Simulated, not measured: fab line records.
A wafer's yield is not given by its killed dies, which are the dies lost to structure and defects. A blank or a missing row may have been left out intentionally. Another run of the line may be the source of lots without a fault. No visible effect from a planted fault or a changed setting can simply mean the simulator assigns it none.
Matching of chambers | flow nandHarc | pecvd-01 running NHARC_A_SLIT_DEP_23: 3 sister chambers
The step deposits SiON, target thk 100 nm. 18 wafers are shown with their chamber, then 9 later ones without.

## EACH WAFER AND ITS CHAMBER
wafer  | chamber | heaterPowerW (W) | rfFwdPowerW (W)
L076.1 | 2       | 798              | 346.7
L076.2 | 0       | 933              | 349.0
L076.5 | 1       | 739              | 348.6
L080.4 | 1       | 723              | 349.0
L080.5 | 0       | 845              | 345.8
L080.6 | 2       | 657              | 347.4
L082.1 | 1       | 669              | 348.8
L082.2 | 0       | 807              | 348.0
L082.4 | 2       | 750              | 347.6
L084.2 | 1       | 627              | 348.8
L084.3 | 0       | 950              | 348.7
L084.6 | 2       | 774              | 349.9
L083.1 | 2       | 704              | 348.7
L083.2 | 1       | 694              | 348.7
L083.3 | 0       | 864              | 347.7
L089.2 | 2       | 771              | 349.6
L089.4 | 2       | 781              | 349.1
L089.6 | 1       | 747              | 350.1

SIGNATURES, as means of the wafers listed above
reading      | chamber 0 | chamber 1 | chamber 2 | scatter within a chamber
heaterPowerW | 879.80    | 699.83    | 747.86    | 51.7
rfFwdPowerW  | 347.840   | 349.000   | 348.429   | 1.05
Rule: a wafer's distance from a chamber is the root of the sum, over the readings, of the square of ((its reading less the chamber's mean) divided by the reading's scatter). The wafer belongs to the nearest chamber; if the next one is less than 2 further off, it can't be placed. The scatter: take each reading less its chamber's mean, square it, sum over the shown wafers, divide by the number of wafers less the number of chambers, and take the root.

## WAFERS WITH NO CHAMBER GIVEN
wafer  | heaterPowerW (W) | rfFwdPowerW (W)
L092.1 | 730              | 350.3
L092.3 | 759              | 348.5
L092.4 | 966              | 348.4
L093.1 | 852              | 349.3
L093.2 | 762              | 347.9
L093.4 | 850              | 347.0
L096.1 | 893              | 349.2
L096.2 | 813              | 347.1
L096.6 | 679              | 349.6

## WHICH CHAMBER EACH WENT THROUGH
wafer  | from the rows above          | in truth
L092.1 | can't be placed: 1 or 2      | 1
L092.3 | can't be placed: 2 or 1      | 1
L092.4 | 0                            | 0
L093.1 | can't be placed: 0 or 2 or 1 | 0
L093.2 | can't be placed: 2 or 1 or 0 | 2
L093.4 | can't be placed: 0 or 2      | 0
L096.1 | can't be placed: 0 or 2      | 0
L096.2 | can't be placed: 0 or 2 or 1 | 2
L096.6 | can't be placed: 1 or 2      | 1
Correct placement for 1 of the 9. Unplaceable from these rows: 8, with the true chamber sitting among the candidates in 8. Wrongly placed: 0.
